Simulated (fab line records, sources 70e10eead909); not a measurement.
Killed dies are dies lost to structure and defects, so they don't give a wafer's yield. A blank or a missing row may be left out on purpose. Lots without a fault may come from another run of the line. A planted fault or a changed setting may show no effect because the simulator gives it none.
Chamber matching | flow nand_harc | NHARC_A_M1_ETCH_15 on rie_diel-08: 4 sister chambers
The step etches the open film in C4F8/Ar, target depth 182.5 nm, time 91.2 s. 4 wafers are shown with their chamber, then 7 later ones without.

WAFERS WITH THEIR CHAMBER
wafer  | chamber | rf_vpp_V (V)
L600.2 | 1       | 441.4
L604.6 | 0       | 441.4
L601.1 | 3       | 438.1
L601.3 | 2       | 443.7

WAFERS WITHOUT THEIR CHAMBER
wafer  | rf_vpp_V (V)
L601.6 | 442.0
L606.1 | 445.9
L606.3 | 443.0
L606.4 | 437.9
L608.2 | 439.7
L608.4 | 444.4
L608.5 | 437.7

WHICH CHAMBER EACH WENT THROUGH
wafer  | from the rows above          | in truth
L601.6 | can't be placed: 0 or 1 or 2 | 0
L606.1 | 2                            | 2
L606.3 | can't be placed: 2 or 0 or 1 | 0
L606.4 | 3                            | 3
L608.2 | can't be placed: 3 or 0 or 1 | 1
L608.4 | 2                            | 2
L608.5 | 3                            | 3
Placed correctly: 4 of 7. Can't be placed from these rows: 3 (the true chamber is among the candidates in 3). Placed wrongly: 0.
How it was worked out, from the rows above alone: a wafer's distance from a chamber is the root of the sum, over the readings, of the square of ((its reading less the chamber's mean) divided by the reading's scatter). The wafer belongs to the nearest chamber; if the next one is less than 2 further off, it can't be placed. A chamber's mean is the mean of its shown wafers. The scatter: with one shown wafer a chamber, the root of the mean of the squares of how far each hidden wafer lies from its nearest shown one.
